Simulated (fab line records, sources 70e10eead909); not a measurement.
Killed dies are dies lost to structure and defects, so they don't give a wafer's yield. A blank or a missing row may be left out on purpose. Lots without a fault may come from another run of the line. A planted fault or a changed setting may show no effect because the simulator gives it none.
Chamber matching | flow nand_harc | NHARC_A_STAIRCASE_DESCUM_312 on rie_diel-10: 4 sister chambers
The step chemistry O2, time 3 s. 8 wafers are shown with their chamber, then 11 later ones without.

WAFERS WITH THEIR CHAMBER
wafer  | chamber | drypump_motor_current_A (A) | showerhead_plenum_p_Torr (Torr)
L076.4 | 3       | 6.04                        | 1.84
L089.1 | 2       | 5.28                        | 2.07
L089.2 | 3       | 6.04                        | 1.82
L089.3 | 0       | 5.61                        | 1.88
L089.4 | 1       | 5.50                        | 1.91
L089.5 | 0       | 5.58                        | 1.89
L089.6 | 1       | 5.52                        | 1.91
L087.1 | 2       | 5.33                        | 2.06

WAFERS WITHOUT THEIR CHAMBER
wafer  | drypump_motor_current_A (A) | showerhead_plenum_p_Torr (Torr)
L087.3 | 5.51                        | 1.91
L087.5 | 5.27                        | 2.06
L091.1 | 5.54                        | 1.90
L091.3 | 6.03                        | 1.82
L091.6 | 5.53                        | 1.90
L090.1 | 5.58                        | 1.88
L090.3 | 6.03                        | 1.82
L090.5 | 5.32                        | 2.06
L093.1 | 5.51                        | 1.90
L093.4 | 6.03                        | 1.82
L093.6 | 5.29                        | 2.06

WHICH CHAMBER EACH WENT THROUGH
wafer  | from the rows above     | in truth
L087.3 | 1                       | 1
L087.5 | 2                       | 2
L091.1 | can't be placed: 1 or 0 | 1
L091.3 | 3                       | 3
L091.6 | can't be placed: 1 or 0 | 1
L090.1 | 0                       | 0
L090.3 | 3                       | 3
L090.5 | 2                       | 2
L093.1 | 1                       | 1
L093.4 | 3                       | 3
L093.6 | 2                       | 2
Placed correctly: 9 of 11. Can't be placed from these rows: 2 (the true chamber is among the candidates in 2). Placed wrongly: 0.
How it was worked out, from the rows above alone: a wafer's distance from a chamber is the root of the sum, over the readings, of the square of ((its reading less the chamber's mean) divided by the reading's scatter). The wafer belongs to the nearest chamber; if the next one is less than 2 further off, it can't be placed. A chamber's mean is the mean of its shown wafers. The scatter: the root of (the sum of the squares of (reading less its chamber's mean) over the shown wafers, divided by (wafers less chambers)).
